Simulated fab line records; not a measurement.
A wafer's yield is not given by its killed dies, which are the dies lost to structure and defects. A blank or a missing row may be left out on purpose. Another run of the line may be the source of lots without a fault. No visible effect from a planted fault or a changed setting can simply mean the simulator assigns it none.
Comparing a struck lot with a sound one ; flow n5 finfet ; 36 steps out of a route of 1938
Sound: wafers L133.1, L133.2, L133.3. The struck wafers were L132.2, L132.5, L132.6. The cause is given at the end.
For every step that has rows: the tool of each side, followed by ch and its chambers, followed by its first start. Under that, the readings that differ: sound wafers ; struck wafers ; difference of the means ; sigmas: that difference in standard deviations of wafers without a fault.
alike: readings with means less than 2 such deviations apart, plus words and numbers identical on both sides. not compared: withheld readings, readings lacking a value on some wafer, bounds such as >300 that could conceal the same value, and numbers that have no deviation in the record and whose values overlap.
A row with sigmas, a row that says differs or no value, or rows on one side alone: a step with any of these is where the two part. When numbers do not overlap yet have no deviation, they are printed without sigmas and do not part them. A reading missing from all wafers of one side parts the sides only when that side holds two or more wafers.

first, 12 steps without rows for these wafers: N5_SD_EPI_P_STRIP_38 (strips in N2/H2); N5_SD_EPI_P_ETCHBACK_46 (etches SiNx in CH3F/O2, stops on SiO2, target depth 17.5 nm); N5_SD_EPI_P_ETCH_47 (etches SiOCN in CH3F/O2, target depth 25 nm); N5_SD_EPI_P_ETCH_16 (etches SiO2 in CHF3/O2, target depth 5 nm); N5_SD_EPI_P_STRIP_50 (strips in CHF3/O2); N5_SD_EPI_P_SD_RECESS_17 (chemistry HBr/Cl2/O2, target depth 39.1 nm, bt time 3 s); N5_SD_EPI_P_WET_ETCH_45 (etches SiO2 in dHF, time 10.7 s, target depth 2 nm, rinse time 30 s); N5_SD_EPI_P_STRIP_40 (strips in N2/H2); N5_SD_EPI_P_PRECLEAN_52 (cleans in O3/DIW, time 60 s); N5_SD_EPI_P_SRD_20 (time 30 s); N5_SD_EPI_P_PRECLEAN_51 (cleans in NF3:NH3, afs cycles 1, time 20 s, sublimation time 60 s); N5_SD_EPI_P_VAPOR_ETCH_44 (etches SiGe30 in NF3/Ar, time 3.3 s).
N5_SD_EPI_P_EPI_21: deposits SiGe:B, time 355 s.
  sound on epi rpcvd-03 ch 0, day 6 14:49; struck on epi rpcvd-04 ch 0, day 6 14:26
then, 8 steps without rows for these wafers: N5_SD_EPI_P_HM_STRIP_48 (strips SiNx in H3PO4, material SiNx, target depth 3 nm); N5_SD_EPI_P_SRD_49 (time 30 s); N5_SD_EPI_P_PRECLEAN_24 (cleans in O3/DIW, time 45 s); N5_SD_EPI_P_PRECLEAN_32 (cleans in dHF, time 10 s); N5_SD_EPI_P_PRECLEAN_33 (cleans in SC2, time 45 s); N5_SD_EPI_P_SRD_25 (time 30 s); N5_SD_ACTIVATION_RTA_00 (time 0 s); N5_SD_ACTIVATION_LSA_01 (time 0.0008 s).
N5_SD_ACTIVATION_RS_MEAS_03: measures by four-point-probe.
  sound on film metro-02 at day 6 17:39; struck on film metro-01 at day 6 16:55
reading;sound;struck;difference;sigmas
RS_SD_P (ohm/sq);56.0 55.4 55.0;117.8 117.5 118.5;+62.5;+66
  alike: RS_SD_N
then, 12 steps without rows for these wafers: N5_ILD0_LINER_00 (material SiNx, target thk 4 nm, pulse time 1 s, purge time 2 s); N5_ILD0_FCVD_FILL_01 (material SiO2 flowable, target thk 200 nm, time 328.3 s); N5_ILD0_CURE_02 (time 1800 s); N5_ILD0_CMP_03 (polishes, stops on SiNx, t overpolish 1.9 s, target thk 197.38 nm); N5_ILD0_CMP_07 (polishes SiO2 flowable, stops on poly-Si, t overpolish 1.18 s, target thk 138.88 nm); N5_ILD0_PRECLEAN_10 (cleans in NF3:NH3, afs cycles 5, time 20 s, sublimation time 60 s); N5_ILD0_ALD_15 (deposits SiNx, target thk 24 nm, pulse time 1 s, ald cycles 480); N5_ILD0_CMP_12 (polishes SiNx, stops on poly-Si, t overpolish 6 s, target thk 17.67 nm); N5_SDB_HM_DEP_00 (deposits SiNx from SiH4/NH3/N2, target thk 40 nm, time 35.3 s); N5_SDB_COAT_03 (time 60 s, resist thk 100 nm); N5_SDB_COAT_04 (time 60 s, resist thk 18 nm); N5_SDB_COAT_05 (resist thk 90 nm).
-- the record jumps here: 5 days lie between the struck wafers' starts before and after (it left off in module SDB and takes up again in module BEOL_M4, whose first step shown is number 1111 of the route) --
N5_BEOL_M4_RC_MEAS_101:
  sound on prober-01 ch 0, day 11 04:43; struck on prober-01 ch 0, day 11 13:13
reading;sound;struck;difference;sigmas
ION_P (uA/um);449 460 468;416 414 409;-46;-6
RC_DENSE_P (ohm.um);23.1 24.0 24.0;41.3 42.1 41.5;+17.9;+31
RC_P (ohm.um);19.0 19.6 19.5;33.2 34.5 33.9;+14.5;+32
REXT_P (ohm.um);100.4 101.0 101.1;178.0 179.1 178.1;+77.6;+46
RS_SD_P (ohm/sq);65.7 65.2 64.6;130.8 130.9 133.7;+66.6;+61
  alike: DIBL_N, DIBL_P, IOFF_N, IOFF_P, ION_N, SS_N, SS_P, VT_N, VT_P
-- here the record skips 5 days between the struck wafers' starts before and after, leaving off in module BEOL_M4 and picking up in module PASSIVATION (first step shown: number 1936 of the route) --
N5_PASSIVATION_PROBE_49:
  only the struck wafers here have rows in the record (prober-01, day 16 08:15); the sound ones have none

## WHERE THEY PART
Last at N5_PASSIVATION_PROBE_49 as far as this record goes, first at N5_SD_ACTIVATION_RS_MEAS_03.

WHY: what the simulator had put in
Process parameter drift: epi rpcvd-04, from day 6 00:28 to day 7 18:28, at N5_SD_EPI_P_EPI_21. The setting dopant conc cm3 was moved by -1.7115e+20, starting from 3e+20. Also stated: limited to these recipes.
